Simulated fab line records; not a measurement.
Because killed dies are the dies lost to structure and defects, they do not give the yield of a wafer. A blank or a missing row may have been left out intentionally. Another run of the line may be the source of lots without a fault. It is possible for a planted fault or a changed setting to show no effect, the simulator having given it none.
Comparing a struck lot with a sound one -- flow nand_harc -- 15 out of 1302 route steps
Sound: these wafers, L452.3, L452.4, L452.5. Struck: wafer L449.3 (left out: L449.4, L449.5 of the same lot, which were not struck); the cause appears at the end.
Per side, at each step with rows, come the tool, then ch with its chambers, and then its first start. Under that, the readings that differ: sound wafers -- struck wafers -- difference of the means -- sigmas: that difference in standard deviations of wafers without a fault.
alike: same words and numbers on both sides, and readings whose means sit less than 2 such deviations apart. not compared: any withheld reading, any reading some wafer has no value for, any bound like >300 that may hide the same value, and any number with overlapping values for which the record gives no deviation.
Wherever a step has rows on one side only, a row that says differs or no value, or a row with sigmas, the two part there. Numbers that don't overlap but have no deviation are shown without sigmas and don't part them. A reading that every wafer of one side lacks parts them only if that side has two wafers or more.

first, 5 steps without rows for these wafers: NHARC_A_CHANNEL_HOLE_D2_SOFTBAKE_05 (time 55 s); NHARC_A_CHANNEL_HOLE_D2_EBR_06; NHARC_A_CHANNEL_HOLE_D2_EXPOSE_07 (exposes mask HOLE D2, target cd 100 nm); NHARC_A_CHANNEL_HOLE_D2_PEB_08 (peb time 65 s); NHARC_A_CHANNEL_HOLE_D2_DEVELOP_09 (develop time 35 s).
NHARC_A_CHANNEL_HOLE_D2_CD_MEAS_10 targets a cd of 100 nm.
  sound on cd_sem-01 ch 0, day 20 06:40; struck on cd_sem-03 ch 0, day 19 05:25
  alike: cd_nm
NHARC_A_CHANNEL_HOLE_D2_OVL_MEAS_11:
  struck on overlay-02, day 19 05:29; sound on overlay-02, day 20 06:45
  alike: overlay_x_nm, overlay_y_nm
NHARC_A_CHANNEL_HOLE_D2_INSPECT_12:
  struck on defect_inspect-02, day 19 05:32; sound on defect_inspect-01, day 20 06:47
  alike: raw_defect_count
NHARC_A_CHANNEL_HOLE_D2_DESCUM_15: chemistry O2, time 3 s.
  sound on rie_diel-02 ch 1,2,3, day 20 06:52; struck on rie_diel-01 ch 0, day 19 05:36
reading,sound,struck,difference,sigmas
drypump_motor_current_A (A),5.8 5.6 5.0,6.5,+1.0,+2
throttle_valve_pct (%),11.299 11.300 11.312,11.327,+0.023,+2
  alike: oes_product_au, rf_vpp_V, showerhead_plenum_p_Torr
  not compared: rf_hours_counter_h
NHARC_A_CHANNEL_HOLE_D2_ETCH_38: etches the open film in CF4, target depth 39 nm, time 65 s.
  sound on rie_diel-02 ch 1,3, day 20 06:56; struck on rie_diel-01 ch 3, day 19 05:41
reading,sound,struck,difference,sigmas
showerhead_plenum_p_Torr (Torr),1.69 1.72 1.72,1.89,+0.18,+2
  alike: drypump_motor_current_A, oes_product_au, rf_vpp_V, throttle_valve_pct
  not compared: rf_hours_counter_h
NHARC_A_CHANNEL_HOLE_D2_ETCH_39: etches the open film in N2/H2, target depth 260 nm, time 325 s.
  sound: rie_diel-02 ch 0,1; struck: rie_diel-01 ch 3
reading,sound,struck,difference,sigmas
rf_vpp_V (V),428 428 427,436,+8,+3
showerhead_plenum_p_Torr (Torr),1.94 1.96 1.94,2.19,+0.24,+2
  alike: drypump_motor_current_A, oes_product_au, throttle_valve_pct
  not compared: rf_hours_counter_h
NHARC_A_CHANNEL_HOLE_D2_ETCH_34: etches the open film in CF4/CHF3, target depth 154 nm, time 77 s.
  sound: rie_diel-02 ch 0,1,3; struck: rie_diel-01 ch 0
  alike: drypump_motor_current_A, oes_product_au, rf_vpp_V, showerhead_plenum_p_Torr, throttle_valve_pct
  not compared: rf_hours_counter_h
NHARC_A_CHANNEL_HOLE_D2_ETCH_16: etches the open film in O2/COS, target depth 3100 nm, time 806 s.
  sound on rie_diel-02 ch 0,2,3, day 20 07:29; struck on rie_diel-01 ch 0, day 19 06:07
reading,sound,struck,difference,sigmas
oes_product_au (a.u.),0.998 1.004 0.969,0.857,-0.133,-10
  alike: drypump_motor_current_A, rf_vpp_V, showerhead_plenum_p_Torr, throttle_valve_pct
  not compared: rf_hours_counter_h
NHARC_A_CHANNEL_HOLE_D2_CD_MEAS_18:
  struck on cd_sem-03, day 19 06:43; sound on cd_sem-01, day 20 07:58
  alike: cd_nm
-- the record jumps here: 12 days lie between the struck wafers' starts before and after (it left off in module A_CHANNEL_HOLE_D2 and takes up again in module END, whose first step shown is number 1302 of the route) --
NHARC_END_SORT_01:
  sound on prober-01 ch 0, day 31 11:33; struck on prober-01 ch 0, day 30 21:44
reading,sound,struck,difference,sigmas
killed_at_array,59 70 66,329,+264,+16
killed_dies,68 76 75,332,+259,+15
  alike: killed_at_other, killed_at_periphery, killed_open, killed_short

## WHERE THEY PART
Last at NHARC_END_SORT_01 as far as this record goes, first at NHARC_A_CHANNEL_HOLE_D2_DESCUM_15.

WHY: the cause the simulator had injected
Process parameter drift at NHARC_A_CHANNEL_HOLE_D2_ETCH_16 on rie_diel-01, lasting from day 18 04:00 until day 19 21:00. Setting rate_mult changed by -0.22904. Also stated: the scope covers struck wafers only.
